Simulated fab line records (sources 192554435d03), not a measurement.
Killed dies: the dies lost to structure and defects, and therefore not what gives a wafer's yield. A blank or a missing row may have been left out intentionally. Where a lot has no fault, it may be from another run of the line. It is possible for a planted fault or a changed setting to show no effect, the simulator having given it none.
fab line records	flow n5_finfet
[record] lots = 9	wafers = 27	last_day = 19
route steps=1938 shown BEOL_M3@996 BEOL_M4@1111 PASSIVATION@1936
lots untouched by any fault: they come from a run of this same line in which no faults occurred
start_h: hours from the record's first day to the start of the lot's first wafer shown	wait_h: time in hours since the lot's previous step	" unchanged from the row above	L1.1+2: a single row standing in for several wafers	- either no value or no given start	* or withheld: withheld	< > ~ a bound
route shown NAME@n: names a module that has steps shown in the file, with the first one's number in the route	usual: mean/standard deviation of fault-free wafers	same: alike in all rows	chamber/n: place in a boat	sites: the reading at each site	_std_site: how widely they spread, as a standard deviation	_edge_site: inner sites' mean taken away from outer sites' mean	radius_mm: for every site, how far away it sits from the centre of the wafer	mask NAME#n: copy n	behind: the last tool/chamber to shape the wafer	hold: cause of the lot's hold/its duration in hours/its outcome	device: the transistor (n, p or np) that didn't switch	end of line: tests run on the same wafers once the route is complete	a step without rows: its recipe alone	killed: dies that structure and defects cost at the first sort, which is not the same as the wafer's yield	map: a wafer's dies, x killed, . not, _ none there
set.NAME: the run value of the setting; set.NAME@STEP: its run value at that earlier step	model.NAME: the simulator's own value behind a step, which no gauge read
the route's steps for a sample of lots (tables are steps, rows are wafers)
services: from which hour (start_h, from the record's first day; less than 0 if before it) a tool's chamber was out of use, for how many hours, and why
[[steps]]
[step N5_BEOL_M3_SPUTTER_79]
[recipe] material = Cu	target_thk_a = 45	temp_c = -20	chamber_pressure_pa = 0.07	power_w = withheld	time_s = 8.29
[usual] throttle_valve_pct = 30.2/1.5
[same] time_s = 8.29
lot.wafer	tool	chamber	start_h	wait_h	throttle_valve_pct
L693.1	pvd_sputter-03	-	175.19	0.1	28.3
L693.3	"	-	"	"	30.9
L693.5	"	-	"	"	28.1
L694.1	pvd_sputter-01	-	179.49	0.1	33.2
L694.3	"	-	"	"	31.2
L694.6	"	-	"	"	31.5
L699.1	pvd_sputter-03	-	215.23	0.1	29.9
L699.3	"	-	"	"	31.0
L699.4	"	-	"	"	28.1
L701.1	pvd_sputter-03	-	223.30	0.1	28.3
L701.4	"	-	"	"	29.7
L701.6	"	-	"	"	30.6
L711.2	pvd_sputter-02	-	291.84	0.1	30.1
L711.3	"	-	"	"	30.2
L711.5	"	-	"	"	30.2
L712.2	pvd_sputter-03	-	293.60	0.1	30.4
L712.4	"	-	"	"	28.4
L712.6	"	-	"	"	30.0
L714.1	pvd_sputter-03	-	305.99	0.1	29.7
L714.3	"	-	"	"	30.6
L714.4	"	-	"	"	28.1
L715.1	pvd_sputter-01	-	308.26	0.1	31.1
L715.3	"	-	"	"	30.6
L715.4	"	-	"	"	29.6
L716.1	pvd_sputter-01	-	317.07	0.1	33.3
L716.3	"	-	"	"	29.3
L716.6	"	-	"	"	33.2
[step N5_BEOL_M3_ANNEAL_89]
[recipe] temp_c = 400	time_s = 240	ambient = vacuum
[usual] heater_power_w = 800/90
[same] time_s = 240
lot.wafer	tool	chamber	start_h	wait_h	heater_power_w
L693.1	pvd_sputter-03	-	175.93	0.0	853
L693.3	"	-	"	"	750
L693.5	"	-	"	"	812
L694.1	pvd_sputter-01	-	180.23	0.0	889
L694.3	"	-	"	"	640
L694.6	"	-	"	"	664
L699.1	pvd_sputter-03	-	216.01	0.0	733
L699.3	"	-	"	"	761
L699.4	"	-	"	"	839
L701.1	pvd_sputter-03	-	224.04	0.0	821
L701.4	"	-	"	"	752
L701.6	"	-	"	"	756
L711.2	pvd_sputter-02	-	292.58	0.0	740
L711.3	"	-	"	"	861
L711.5	"	-	"	"	744
L712.2	pvd_sputter-03	-	294.34	0.0	753
L712.4	"	-	"	"	849
L712.6	"	-	"	"	763
L714.1	pvd_sputter-03	-	306.73	0.0	745
L714.3	"	-	"	"	760
L714.4	"	-	"	"	809
L715.1	pvd_sputter-01	-	309.00	0.0	665
L715.3	"	-	"	"	737
L715.4	"	-	"	"	944
L716.1	pvd_sputter-01	-	317.81	0.0	903
L716.3	"	-	"	"	970
L716.6	"	-	"	"	880
[step N5_BEOL_M3_SPUTTER_94]
[recipe] material = Cu	target_thk_a = 45	temp_c = -20	chamber_pressure_pa = 0.07	power_w = withheld	time_s = 8.29
[usual] throttle_valve_pct = 30.2/1.5
[same] time_s = 8.29
lot.wafer	tool	chamber	start_h	wait_h	throttle_valve_pct
L693.1	pvd_sputter-03	-	176.51	0.1	28.1
L693.3	"	-	"	"	30.7
L693.5	"	-	"	"	28.4
L694.1	pvd_sputter-01	-	180.81	0.1	33.0
L694.3	"	-	"	"	31.3
L694.6	"	-	"	"	31.5
L699.1	pvd_sputter-03	-	216.59	0.1	29.9
L699.3	"	-	"	"	30.5
L699.4	"	-	"	"	28.1
L701.1	pvd_sputter-03	-	224.62	0.1	28.1
L701.4	"	-	"	"	30.0
L701.6	"	-	"	"	30.5
L711.2	pvd_sputter-02	-	293.16	0.1	30.2
L711.3	"	-	"	"	29.8
L711.5	"	-	"	"	30.0
L712.2	pvd_sputter-03	-	294.92	0.1	30.5
L712.4	"	-	"	"	28.1
L712.6	"	-	"	"	30.1
L714.1	pvd_sputter-03	-	307.31	0.1	30.0
L714.3	"	-	"	"	30.6
L714.4	"	-	"	"	28.5
L715.1	pvd_sputter-01	-	309.58	0.1	31.5
L715.3	"	-	"	"	30.6
L715.4	"	-	"	"	29.3
L716.1	pvd_sputter-01	-	318.39	0.1	33.2
L716.3	"	-	"	"	29.6
L716.6	"	-	"	"	33.3
[step N5_BEOL_M3_CMP_52]
[recipe] stop_on = SiOC	t_overpolish_s = 6.8	down_force_psi = 1	platen_rpm = 50	clearing_platen_down_force_psi = 1.5	clearing_platen_rpm = 50	post_cmp_clean = cu_alkaline	target_thk_nm = 40	clearing_platen_pad_velocity_m_s = 0.99484	pad_velocity_m_s = 0.99484
[usual] barrier_field_endpoint_s = 24.5/0.67	motor_current_A = 6.0/0.53	overpolish_run_s = 6.801/0.009	slurry_filter_dp_kPa = 13.50/0.13	time_to_endpoint_s = 62/3.3
lot.wafer	tool	chamber	start_h	wait_h	barrier_field_endpoint_s	motor_current_A	overpolish_run_s	slurry_filter_dp_kPa	time_to_endpoint_s
L693.3	cmp-04	3	177.22	0.2	24.9	5.7	6.800	13.73	64
L693.1	"	0	"	"	25.0	6.2	6.806	13.56	68
L693.5	"	0	"	"	25.2	6.1	6.817	13.49	65
L694.1	cmp-04	3	181.74	0.5	24.5	5.6	6.808	13.52	63
L694.3	"	1	"	"	23.9	6.4	6.794	13.64	56
L694.6	"	2	"	"	24.6	5.7	6.800	13.47	63
L699.4	cmp-02	2	217.41	0.2	24.3	6.6	6.808	13.60	57
L699.1	"	3	"	"	23.9	5.7	6.794	13.63	57
L699.3	"	0	"	"	23.2	7.0	6.790	13.69	54
L701.1	cmp-04	2	225.41	0.3	24.3	6.0	6.804	13.45	63
L701.4	"	3	"	"	25.0	5.8	6.812	13.36	65
L701.6	"	1	"	"	24.7	6.8	6.812	13.53	60
L711.2	cmp-04	2	293.95	0.3	24.1	5.9	6.797	13.77	64
L711.3	"	3	"	"	24.3	5.5	6.804	13.68	64
L711.5	"	0	"	"	41.3	6.2	0.049	13.75	82
L712.2	cmp-04	3	295.65	0.2	24.4	5.4	6.801	13.51	66
L712.4	"	1	"	"	41.3	6.4	0.046	13.58	82
L712.6	"	3	"	"	25.1	5.8	6.791	13.76	64
L714.4	cmp-02	2	308.02	0.1	25.0	6.3	6.791	13.57	61
L714.1	"	3	"	"	23.2	5.7	6.803	13.28	59
L714.3	"	1	"	"	24.4	5.9	6.795	13.34	62
L715.4	cmp-03	1	310.36	0.2	24.8	5.7	6.809	13.58	63
L715.1	"	2	"	"	24.7	6.3	6.802	13.45	64
L715.3	"	3	"	"	24.6	5.7	6.799	13.56	65
L716.3	cmp-02	2	319.17	0.2	25.3	6.3	6.807	13.56	60
L716.1	"	3	"	"	24.6	5.8	6.802	13.68	60
L716.6	"	1	"	"	25.9	6.1	6.815	13.54	65
[step N5_BEOL_M3_THK_MEAS_53]
[recipe] thk_meas_gauge = xrf	reads = Cu_of_BEOL_M3_ECD_50
[usual] M3_THK = 40.4/1.4
lot.wafer	tool	chamber	start_h	wait_h	M3_THK[nm]
L693.1	film_metro-01	-	177.51	-	40.2
L693.3	"	-	"	"	41.8
L693.5	"	-	"	"	42.5
L694.1	film_metro-02	-	182.00	-	40.7
L694.3	"	-	"	"	35.7
L694.6	"	-	"	"	41.8
L699.1	film_metro-01	-	217.67	-	37.9
L699.3	"	-	"	"	37.5
L699.4	"	-	"	"	41.8
L701.1	film_metro-02	-	225.63	-	40.3
L701.4	"	-	"	"	43.0
L701.6	"	-	"	"	39.3
L711.2	film_metro-02	-	294.17	-	40.3
L711.3	"	-	"	"	40.1
L711.5	"	-	"	"	157.4
L712.2	film_metro-01	-	295.94	-	41.3
L712.4	"	-	"	"	150.8
L712.6	"	-	"	"	42.0
L714.1	film_metro-01	-	308.32	-	37.2
L714.3	"	-	"	"	40.7
L714.4	"	-	"	"	39.5
L715.1	film_metro-02	-	310.61	-	39.5
L715.3	"	-	"	"	39.1
L715.4	"	-	"	"	39.8
L716.1	film_metro-02	-	319.42	-	40.0
L716.3	"	-	"	"	39.7
L716.6	"	-	"	"	40.6
[step N5_BEOL_M3_INSPECT_59]
[recipe] inspect_instrument = darkfield	mode = post_dep
[usual] raw_defect_count = 72/22
lot.wafer	tool	chamber	start_h	wait_h	raw_defect_count
L693.1	defect_inspect-01	-	177.83	0.0	94
L693.3	"	-	"	"	50
L693.5	"	-	"	"	72
L694.1	defect_inspect-01	-	182.37	0.0	58
L694.3	"	-	"	"	71
L694.6	"	-	"	"	59
L699.1	defect_inspect-01	-	217.96	0.0	64
L699.3	"	-	"	"	79
L699.4	"	-	"	"	49
L701.1	defect_inspect-02	-	225.91	0.0	92
L701.4	"	-	"	"	68
L701.6	"	-	"	"	37
L711.2	defect_inspect-01	-	294.52	0.0	58
L711.3	"	-	"	"	65
L711.5	"	-	"	"	5175
L712.2	defect_inspect-01	-	296.23	0.0	51
L712.4	"	-	"	"	4996
L712.6	"	-	"	"	63
L714.1	defect_inspect-01	-	308.60	0.0	90
L714.3	"	-	"	"	76
L714.4	"	-	"	"	92
L715.1	defect_inspect-01	-	310.90	0.0	125
L715.3	"	-	"	"	84
L715.4	"	-	"	"	104
L716.1	defect_inspect-02	-	319.71	0.0	69
L716.3	"	-	"	"	55
L716.6	"	-	"	"	22
[step N5_BEOL_M4_RC_MEAS_101]
[usual] DIBL_N = 36.1/1.6	DIBL_P = 35.8/2	IOFF_N = 0.157/0.029	IOFF_P = 0.21/0.034	ION_N = 677/13	ION_P = 465/8.1	SS_N = 71.3/0.61	SS_P = 73.2/0.65	VT_N = 249/3.3	VT_P = -250/3.2
lot.wafer	tool	chamber	start_h	wait_h	DIBL_N[mV/V]	DIBL_P[mV/V]	IOFF_N[nA/um]	IOFF_P[nA/um]	ION_N[uA/um]	ION_P[uA/um]	SS_N[mV/dec]	SS_P[mV/dec]	VT_N[mV]	VT_P[mV]
L693.1	prober-02	0	205.39	0.0	37.6	37.7	0.208	0.24	694	467	71.5	74.4	245	-250
L693.3	"	0	"	"	35.0	34.2	0.148	0.19	678	468	71.5	73.2	247	-250
L693.5	"	0	"	"	36.7	37.0	0.181	0.23	676	460	71.1	73.8	247	-248
L694.1	prober-02	0	208.97	0.0	36.0	33.8	0.128	0.19	644	452	70.7	72.8	254	-255
L694.3	"	0	"	"	39.0	39.3	0.195	0.27	685	472	71.7	73.7	249	-247
L694.6	"	0	"	"	35.8	34.8	0.135	0.20	658	451	71.0	73.5	253	-252
L699.1	prober-01	0	240.27	0.0	34.5	34.7	0.136	0.18	683	459	70.8	73.2	250	-252
L699.3	"	0	"	"	35.3	34.3	0.138	0.16	655	444	71.7	73.0	251	-254
L699.4	"	0	"	"	35.4	34.9	0.137	0.17	667	452	71.6	72.5	249	-254
L701.1	prober-01	0	244.86	0.0	35.7	34.9	0.159	0.24	678	474	70.0	72.7	251	-242
L701.4	"	0	"	"	36.1	36.7	0.173	0.28	685	478	70.5	73.2	250	-245
L701.6	"	0	"	"	36.9	36.5	0.179	0.27	678	478	71.5	73.3	248	-244
L711.2	prober-01	0	313.16	0.2	34.8	34.1	0.139	0.19	680	466	70.9	72.9	250	-251
L711.3	"	0	"	"	35.3	34.8	0.144	0.19	671	457	70.9	72.8	251	-251
L712.2	prober-01	0	315.69	0.2	36.5	35.9	0.157	0.23	671	466	71.4	72.8	248	-249
L712.6	"	0	"	"	34.0	34.3	0.127	0.20	683	477	71.1	72.5	251	-251
L714.1	prober-02	0	321.63	0.0	36.3	36.8	0.149	0.21	681	467	71.3	72.9	248	-253
L714.3	"	0	"	"	34.6	35.0	0.125	0.17	665	463	71.1	73.0	251	-256
L714.4	"	0	"	"	37.7	38.3	0.171	0.22	680	469	71.8	73.6	250	-250
L715.1	prober-02	0	325.05	0.0	37.0	38.1	0.190	0.24	696	478	70.9	74.2	244	-249
L715.3	"	0	"	"	38.2	39.0	0.210	0.25	696	474	71.6	73.7	242	-248
L715.4	"	0	"	"	36.7	37.3	0.182	0.23	685	468	71.7	73.2	248	-246
L716.1	prober-02	0	342.88	0.0	37.4	38.5	0.181	0.25	683	464	72.0	73.1	248	-249
L716.3	"	0	"	"	37.5	37.4	0.181	0.24	694	476	72.1	73.9	246	-248
L716.6	"	0	"	"	36.9	37.8	0.172	0.24	696	480	71.8	73.8	249	-249
[step N5_PASSIVATION_PROBE_49]
[usual] defect_limited_yield = 91.0/1.4	killed_at_M0_to_M3 = 33/11	killed_at_M4_up = 14/5	killed_at_contacts = 11/7.3	killed_at_front_end = 43/12	killed_at_other = 4/3.1	killed_dies = 106/17	killed_on_rim = 14/3.8	killed_open = 69/13	killed_short = 34/8.7	sort_bin_5_function = 5.2/0.96	sort_bin_6_memory = 3.3/0.66	sort_n_pass = 1074/17	sort_yield_pct = 91.0/1.4
[same] gross_dies = 1180	killed_at_back_side = 0	sort_bin_4_leakage[%] = 0	sort_bin_8_speed[%] = 0
lot.wafer	tool	chamber	start_h	wait_h	defect_limited_yield[%]	killed_at_M0_to_M3	killed_at_M4_up	killed_at_contacts	killed_at_front_end	killed_at_other	killed_dies	killed_on_rim	killed_open	killed_short	sort_bin_5_function[%]	sort_bin_6_memory[%]	sort_n_pass	sort_yield_pct[%]
L694.1	prober-02	-	318.22	0.0	92.1	22	24	8	38	1	93	7	72	21	4.5	3.1	1087	92.1
L694.3	prober-02	-	318.32	0.1	90.7	36	17	5	52	0	110	17	80	29	5.3	3.6	1070	90.7
L694.6	prober-02	-	318.47	0.3	91.4	35	14	7	43	3	102	12	69	32	5.0	3.6	1078	91.4
L693.1	prober-01	-	326.47	0.0	90.4	27	14	8	63	1	113	20	82	26	6.3	2.6	1067	90.4
L693.3	prober-01	-	326.57	0.1	91.6	27	11	6	55	0	99	15	72	26	5.8	2.5	1081	91.6
L693.5	prober-01	-	326.67	0.2	89.6	31	17	11	61	3	123	14	78	44	6.3	3.6	1057	89.6
L699.1	prober-01	-	349.13	0.0	90.5	37	25	12	32	6	112	10	81	31	5.8	3.6	1068	90.5
L699.3	prober-01	-	349.23	0.1	92.9	33	14	1	29	7	84	11	50	30	4.9	1.8	1096	92.9
L699.4	prober-01	-	349.28	0.2	90.2	49	13	9	42	3	116	16	64	50	5.8	3.3	1064	90.2
L701.1	prober-01	-	357.76	0.0	90.3	36	13	9	53	3	114	15	73	38	6.3	2.8	1066	90.3
L701.4	prober-01	-	357.91	0.2	91.4	31	13	7	45	6	102	9	60	42	4.7	3.6	1078	91.4
L701.6	prober-01	-	358.01	0.3	89.0	54	11	5	56	4	130	15	84	44	6.6	4.1	1050	89.0
L711.2	prober-01	-	424.99	0.1	92.1	28	10	10	43	2	93	9	64	26	4.5	3.1	1087	92.1
L711.3	prober-01	-	425.04	0.1	93.7	17	7	10	39	1	74	11	47	23	3.4	2.5	1106	93.7
L711.5	prober-01	-	425.14	0.2	0	1114	12	20	32	2	1180	152	61	28	4.6	3.0	0	0
L715.1	prober-02	-	438.49	0.0	93.8	25	9	7	29	3	73	13	49	22	3.1	2.9	1107	93.8
L715.3	prober-02	-	438.59	0.1	93.2	25	12	7	32	4	80	10	54	26	4.2	2.4	1100	93.2
L715.4	prober-02	-	438.64	0.2	92.1	38	12	7	33	3	93	12	69	23	4.7	3.2	1087	92.1
L712.2	prober-01	-	444.63	0.1	92.9	35	11	4	31	3	84	17	51	32	3.8	2.9	1096	92.9
L712.4	prober-01	-	444.73	0.2	0	1133	14	4	26	3	1180	152	56	33	4.8	2.1	0	0
L712.6	prober-01	-	444.83	0.3	89.8	43	17	15	36	9	120	13	82	38	5.1	4.9	1060	89.8
L716.1	prober-01	-	450.79	0.0	90.6	24	26	17	40	4	111	14	72	36	5.6	3.6	1069	90.6
L716.3	prober-01	-	450.89	0.1	91.4	28	22	6	38	7	101	15	62	28	5.4	2.3	1079	91.4
L716.6	prober-01	-	451.04	0.3	88.5	35	24	17	57	3	136	18	83	51	7.9	2.8	1044	88.5
// killed by level:class
L694.1 BEOL_M4:geometric_particle:open=12 BEOL_M1:geometric_particle:open=7 BEOL_M3:geometric_particle:open=6 GATE_CUT:geometric_particle:short=6 GATE_CUT:geometric_particle:open=6 MOL_CONTACT_COAG:geometric_particle:open=6 STI_FIN_REVEAL:geometric_particle:open=5 BEOL_M2:geometric_particle:open=5
L694.3 STI_FIN_REVEAL:geometric_particle:open=26 BEOL_M0_SAQP:geometric_particle:short=10 BEOL_M1:geometric_particle:open=10 DUMMY_GATE:geometric_particle:open=9 BEOL_M4:geometric_particle:open=7 BEOL_M2:geometric_particle:open=6 MOL_CONTACT_COAG:geometric_particle:open=5 STARTING-WAFER:geometric_particle:short=5
L694.6 STI_FIN_REVEAL:geometric_particle:open=12 BEOL_M2:geometric_particle:open=9 FIN_SAQP:geometric_particle:short=7 GATE_CUT:geometric_particle:short=7 MOL_CONTACT_COAG:geometric_particle:open=7 BEOL_M1:geometric_particle:open=7 BEOL_M3:geometric_particle:open=5 GATE_CUT:geometric_particle:open=4
L693.1 STI_FIN_REVEAL:geometric_particle:open=30 BEOL_M3:geometric_particle:open=10 FIN_SAQP:geometric_particle:open=9 FIN_SAQP:geometric_particle:short=7 MOL_CONTACT_COAG:geometric_particle:open=5 BEOL_M2:geometric_particle:open=4 BEOL_M5:geometric_particle:open=4 BEOL_M4:geometric_particle:open=4
L693.3 STI_FIN_REVEAL:geometric_particle:open=23 FIN_SAQP:geometric_particle:open=11 BEOL_M0_SAQP:geometric_particle:open=6 MOL_CONTACT_COAG:geometric_particle:open=5 BEOL_M0_SAQP:geometric_particle:short=5 BEOL_M1:geometric_particle:short=5 BEOL_M1:geometric_particle:open=4 BEOL_M4:geometric_particle:open=4
L693.5 STI_FIN_REVEAL:geometric_particle:open=18 BEOL_M1:geometric_particle:open=11 STI_FIN_REVEAL:geometric_particle:short=10 MOL_CONTACT_COAG:geometric_particle:open=9 FIN_SAQP:geometric_particle:short=8 FIN_SAQP:geometric_particle:open=8 BEOL_M4:geometric_particle:open=8 GATE_CUT:geometric_particle:short=7
L699.1 BEOL_M4:geometric_particle:open=12 MOL_CONTACT_COAG:geometric_particle:open=11 BEOL_M3:geometric_particle:open=11 BEOL_M2:geometric_particle:open=9 STI_FIN_REVEAL:geometric_particle:open=8 BEOL_M0_SAQP:geometric_particle:short=7 FIN_SAQP:geometric_particle:open=6 FIN_SAQP:geometric_particle:short=6
L699.3 BEOL_M3:geometric_particle:open=8 BEOL_M1:geometric_particle:open=7 FIN_SAQP:geometric_particle:short=6 STI_FIN_REVEAL:geometric_particle:open=6 BEOL_M2:geometric_particle:open=5 FIN_SAQP:geometric_particle:open=4 BEOL_M0_SAQP:geometric_particle:short=4 BEOL_M3:geometric_particle:short=4
L699.4 BEOL_M0_SAQP:geometric_particle:open=12 BEOL_M1:geometric_particle:open=10 FIN_SAQP:geometric_particle:short=9 BEOL_M0_SAQP:geometric_particle:short=8 GATE_CUT:geometric_particle:open=7 GATE_CUT:geometric_particle:short=6 MOL_CONTACT_COAG:geometric_particle:open=6 BEOL_M2:geometric_particle:open=6
L701.1 STI_FIN_REVEAL:geometric_particle:open=16 BEOL_M0_SAQP:geometric_particle:short=11 DUMMY_GATE:geometric_particle:open=10 BEOL_M1:geometric_particle:open=8 MOL_CONTACT_COAG:geometric_particle:open=6 BEOL_M2:geometric_particle:open=6 FIN_SAQP:geometric_particle:short=5 STARTING-WAFER:geometric_particle:short=5
L701.4 FIN_SAQP:geometric_particle:open=10 FIN_SAQP:geometric_particle:short=9 STI_FIN_REVEAL:geometric_particle:open=9 BEOL_M0_SAQP:geometric_particle:short=7 BEOL_M2:geometric_particle:open=6 BEOL_M0_SAQP:geometric_particle:open=5 MOL_CONTACT_COAG:geometric_particle:open=4 GATE_CUT:geometric_particle:short=4
L701.6 BEOL_M0_SAQP:geometric_particle:open=18 BEOL_M0_SAQP:geometric_particle:short=16 FIN_SAQP:geometric_particle:open=13 DUMMY_GATE:geometric_particle:open=10 FIN_SAQP:geometric_particle:short=9 STI_FIN_REVEAL:geometric_particle:open=6 BEOL_M1:geometric_particle:open=6 BEOL_M0:geometric_particle:open=5
L711.2 FIN_SAQP:geometric_particle:open=10 MOL_CONTACT_COAG:geometric_particle:open=8 BEOL_M0_SAQP:geometric_particle:open=8 FIN_SAQP:geometric_particle:short=7 STI_FIN_REVEAL:geometric_particle:open=7 BEOL_M0:geometric_particle:open=6 BEOL_M0_SAQP:geometric_particle:short=6 DUMMY_GATE:geometric_particle:open=4
L711.3 FIN_SAQP:geometric_particle:short=13 FIN_SAQP:geometric_particle:open=10 MOL_CONTACT_COAG:geometric_particle:open=10 BEOL_M2:geometric_particle:open=8 DUMMY_GATE:geometric_particle:open=5 BEOL_M0_SAQP:geometric_particle:open=3 STI_FIN_REVEAL:geometric_particle:open=2 DUMMY_GATE:geometric_particle:short=2
L711.5 BEOL_M3:area_cmp=1090 MOL_CONTACT_COAG:geometric_particle:open=18 BEOL_M3:geometric_particle:open=11 STI_FIN_REVEAL:geometric_particle:open=7 STI_FIN_REVEAL:geometric_particle:short=6 BEOL_M0_SAQP:geometric_particle:short=4 BEOL_M5:geometric_particle:open=4 FIN_SAQP:geometric_particle:open=3
L715.1 BEOL_M0_SAQP:geometric_particle:open=6 BEOL_M2:geometric_particle:open=6 DUMMY_GATE:geometric_particle:open=5 BEOL_M0_SAQP:geometric_particle:short=5 BEOL_M3:geometric_particle:open=5 MOL_CONTACT_COAG:geometric_particle:open=4 STARTING-WAFER:geometric_particle:open=4 FIN_SAQP:geometric_particle:short=3
L715.3 BEOL_M4:geometric_particle:open=8 STI_FIN_REVEAL:geometric_particle:open=6 BEOL_M3:geometric_particle:open=6 FIN_SAQP:geometric_particle:short=5 DUMMY_GATE:geometric_particle:open=5 MOL_CONTACT_COAG:geometric_particle:open=5 BEOL_M0_SAQP:geometric_particle:open=5 BEOL_M1:geometric_particle:open=5
L715.4 BEOL_M2:geometric_particle:open=10 BEOL_M4:geometric_particle:open=8 BEOL_M0_SAQP:geometric_particle:short=8 STI_FIN_REVEAL:geometric_particle:open=7 BEOL_M0_SAQP:geometric_particle:open=7 FIN_SAQP:geometric_particle:open=6 MOL_CONTACT_COAG:geometric_particle:open=6 DUMMY_GATE:geometric_particle:open=5
L712.2 BEOL_M1:geometric_particle:open=12 BEOL_M0_SAQP:geometric_particle:short=11 STI_FIN_REVEAL:geometric_particle:open=7 BEOL_M0_SAQP:geometric_particle:open=5 STARTING-WAFER:geometric_particle:short=4 FIN_SAQP:geometric_particle:short=3 FIN_SAQP:geometric_particle:open=3 MOL_CONTACT_COAG:geometric_particle:short=3
L712.4 BEOL_M3:area_cmp=1090 BEOL_M0_SAQP:geometric_particle:short=9 BEOL_M0_SAQP:geometric_particle:open=8 BEOL_M1:geometric_particle:open=7 BEOL_M4:geometric_particle:open=7 BEOL_M2:geometric_particle:open=6 STI_FIN_REVEAL:geometric_particle:open=4 BEOL_M3:geometric_particle:open=4
L712.6 MOL_CONTACT_COAG:geometric_particle:open=13 BEOL_M0_SAQP:geometric_particle:open=13 BEOL_M0_SAQP:geometric_particle:short=11 BEOL_M4:geometric_particle:open=9 STI_FIN_REVEAL:geometric_particle:open=8 FIN_SAQP:geometric_particle:open=7 GATE_CUT:geometric_particle:short=7 BEOL_M1:geometric_particle:open=7
L716.1 MOL_CONTACT_COAG:geometric_particle:open=16 FIN_SAQP:geometric_particle:short=9 BEOL_M4:geometric_particle:open=8 BEOL_M5:geometric_particle:open=7 FIN_SAQP:geometric_particle:open=5 STI_FIN_REVEAL:geometric_particle:open=5 BEOL_M0_SAQP:geometric_particle:open=5 BEOL_M0_SAQP:geometric_particle:short=5
L716.3 BEOL_M2:geometric_particle:open=8 BEOL_M5:geometric_particle:open=8 HKMG_FIN:area_etch=8 BEOL_M0_SAQP:geometric_particle:open=7 STI_FIN_REVEAL:geometric_particle:open=6 BEOL_M0_SAQP:geometric_particle:short=5 BEOL_M4:geometric_particle:open=5 FIN_SAQP:geometric_particle:short=4
L716.6 BEOL_M2:geometric_particle:open=10 FIN_SAQP:geometric_particle:open=9 MOL_CONTACT_COAG:geometric_particle:short=9 FIN_SAQP:geometric_particle:short=8 MOL_CONTACT_COAG:geometric_particle:open=8 BEOL_M0_SAQP:geometric_particle:open=8 BEOL_M5:geometric_particle:open=8 BEOL_M4:geometric_particle:open=7
[[services]]
tool	chamber	start_h	hours	kind
cmp-02	-	158.84	4.6	pm
cmp-02	-	164.31	1.0	repair
cmp-03	-	168.02	4.0	pm
cmp-03	-	172.02	-	consumable_replace:conditioner
cmp-03	-	172.02	-	consumable_replace:pad
cmp-04	-	184.95	0.2	repair
cmp-03	-	211.86	0.5	repair
cmp-02	-	212.65	4.0	pm
cmp-02	-	216.65	-	consumable_replace:conditioner
cmp-02	-	216.65	-	consumable_replace:pad
cmp-04	-	218.33	4.0	pm
cmp-04	-	222.33	-	consumable_replace:conditioner
cmp-04	-	222.33	-	consumable_replace:pad
cmp-04	-	231.61	7.9	repair
cmp-02	-	253.81	1.8	repair
cmp-04	-	273.48	0.8	repair
cmp-02	-	276.03	0.5	repair
cmp-02	-	277.21	8.7	pm
cmp-03	-	303.28	0.5	repair
[[key]]
[first_sign] step = N5_BEOL_M3_CMP_52	reading = overpolish_run_s	direction = down	sigmas = 99+	usual = 6.801	struck = 0.048
[effect] step = N5_BEOL_M3_CMP_52	reading = barrier_field_endpoint_s	direction = up	sigmas = 25	usual = 24.5	struck = 41.3
[effect] step = N5_BEOL_M3_THK_MEAS_53	reading = M3_THK	direction = up	sigmas = 80	usual = 40.4	struck = 154.1
[effect] step = N5_BEOL_M3_INSPECT_59	reading = raw_defect_count	direction = up	sigmas = 99+	usual = 72	struck = 5086
[effect] step = N5_PASSIVATION_PROBE_49	reading = killed_at_M0_to_M3	direction = up	sigmas = 99+	usual = 33	struck = 1124
[more_kills_born_at] N5_BEOL_M3_CMP_52@cmp-04 = 2180
met_at N5_BEOL_M3_CMP_52
struck_lots L711,L712
struck_wafers L711.5,L712.4
later_rows_left_out L711.5,L712.4
not_acting_at N5_BEOL_M3_SPUTTER_79,N5_BEOL_M3_ANNEAL_89,N5_BEOL_M3_SPUTTER_94
onset_between 225.41 293.95
[fault] kind = process_parameter_drift	tool = cmp-04	chamber = -	onset_h = 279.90	steps = N5_BEOL_M3_CMP_52	channel = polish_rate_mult	offset = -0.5	shape = step	end_h = 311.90	scope = struck_wafers_only
// later_rows_left_out: the simulator's readings of these wafers behind a module that went badly wrong aren't trusted and aren't shown, but for the sort
